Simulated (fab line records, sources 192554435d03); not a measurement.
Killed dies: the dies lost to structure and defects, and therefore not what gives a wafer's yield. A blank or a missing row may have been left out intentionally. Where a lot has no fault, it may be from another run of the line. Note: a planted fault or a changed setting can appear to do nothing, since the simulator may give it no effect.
Struck lot and sound lot, side by side + flow n5-finfet + 37 out of 1938 route steps
Sound: the wafers L993.1, L993.3, L993.5. Struck: wafers L983.3, L983.6. (L983.4 of the same lot was not struck and is left out.) The cause comes at the end.
Per side, at each step with rows, come the tool, then ch with its chambers, and then its first start. Under that, the readings that differ: sound wafers + struck wafers + difference of the means + sigmas: that difference in standard deviations of wafers without a fault.
alike: a reading whose means differ by less than 2 such deviations, as well as words and numbers matching on both sides. not compared: withheld readings; readings where some wafer has no value; bounds like >300 that might hide an equal value; numbers whose values overlap and for which the record gives no deviation.
Wherever a step has rows on one side only, a row that says differs or no value, or a row with sigmas, the two part there. Numbers that don't overlap but have no deviation are shown without sigmas and don't part them. A reading that every wafer of one side lacks parts them only if that side has two wafers or more.

first, 12 steps without rows for these wafers: N5_GATE_CUT_STRIP_38 (strips in N2/H2); N5_GATE_CUT_STRIP_39 (strips in N2/H2); N5_GATE_CUT_HM_OPEN_40 (chemistry C4F6/O2, target SiO2, target depth 139 nm, time 85.1 s); N5_GATE_CUT_STRIP_41 (strips in CF4); N5_GATE_CUT_STRIP_42 (strips in O2); N5_GATE_CUT_ETCH_19 (etches SiNx in CH3F/O2, target depth 53.7 nm, time 76.7 s); N5_GATE_CUT_CUT_ETCH_53 (etches W in SF6/Cl2, target depth 79.2 nm); N5_GATE_CUT_CUT_ETCH_54 (etches TiN in Cl2/BCl3, target depth 96.7 nm); N5_GATE_CUT_CUT_ETCH_55 (etches HfO2 in BCl3, target depth 3.2 nm); N5_GATE_CUT_ETCH_47 (etches SiO2 in Cl2/BCl3, target depth 10 nm); N5_GATE_CUT_VAPOR_ETCH_48 (etches TiN in BCl3/Cl2); N5_GATE_CUT_VAPOR_ETCH_49 (etches TiAlC in BCl3/Cl2).
N5_GATE_CUT_VAPOR_ETCH_51: etches HfO2 in BCl3/Cl2.
  sound on rie-metal-03 ch 0,1, day 9 11:28; struck on rie-metal-03 ch 0, day 7 03:02
  alike: drypump-motor-current-A, oes-product-au
then, 23 steps without rows for these wafers: N5_GATE_CUT_STRIP_21 (strips in N2/H2, time 30 s); N5_GATE_CUT_STRIP_29 (strips in post etch residue remover, time 60 s); N5_GATE_CUT_SRD_52 (time 30 s); N5_GATE_CUT_ALD_22 (deposits SiNx, target thk 16 nm, pulse time 1 s, ald cycles 320); N5_GATE_CUT_CMP_23 (polishes, stops on SiO2, t overpolish 23.4 s, target thk 16 nm); N5_GATE_CUT_CMP_43 (polishes SiO2); N5_GATE_CUT_CMP_61 (polishes, stops on SiNx, t overpolish 3 s); N5_MOL_CONTACT_COAG_COAT_103 (time 60 s, resist thk 80 nm); N5_MOL_CONTACT_COAG_COAT_104 (time 60 s, resist thk 12 nm); N5_MOL_CONTACT_COAG_COAT_58 (time 60 s, resist thk 10 nm); N5_MOL_CONTACT_COAG_COAT_02 (resist thk 30 nm); N5_MOL_CONTACT_COAG_EBR_04; N5_MOL_CONTACT_COAG_SOFTBAKE_03 (time 60 s); N5_MOL_CONTACT_COAG_EXPOSE_05 (exposes mask CA, defocus 0 nm); N5_MOL_CONTACT_COAG_PEB_06 (peb time 60 s); N5_MOL_CONTACT_COAG_DEVELOP_07 (develop time 30 s); N5_MOL_CONTACT_COAG_DESCUM_13 (chemistry O2, time 7 s); N5_MOL_CONTACT_COAG_ETCH_59 (etches underlayer in N2/H2, target depth 13 nm, time 10.4 s); N5_MOL_CONTACT_COAG_ETCH_105 (etches SiARC in CF4, target depth 15.6 nm, time 26 s); N5_MOL_CONTACT_COAG_ETCH_106 (etches SOC in N2/H2, target depth 80 nm, overetch 16 nm, time 120 s); N5_MOL_CONTACT_COAG_STRIP_107 (strips in N2/H2); N5_MOL_CONTACT_COAG_STRIP_108 (strips in N2/H2); N5_MOL_CONTACT_COAG_CONTACT_ETCH_14 (etches SiO2 in C4F6/O2, target depth 27.5 nm, overetch 8.5 nm, time 20 s).
-- record jumps: 7 days separate the struck wafers' starts on either side; left off in module MOL_CONTACT_COAG, taken up again in module PASSIVATION, whose first shown step is the route's number 1936 --
N5_PASSIVATION_PROBE_49:
  only the struck wafers here have rows in the record (prober-02, day 14 11:43); the sound ones have none

== WHERE THEY PART ==
Within this record, at N5_PASSIVATION_PROBE_49 only.

WHY: the cause the simulator had injected
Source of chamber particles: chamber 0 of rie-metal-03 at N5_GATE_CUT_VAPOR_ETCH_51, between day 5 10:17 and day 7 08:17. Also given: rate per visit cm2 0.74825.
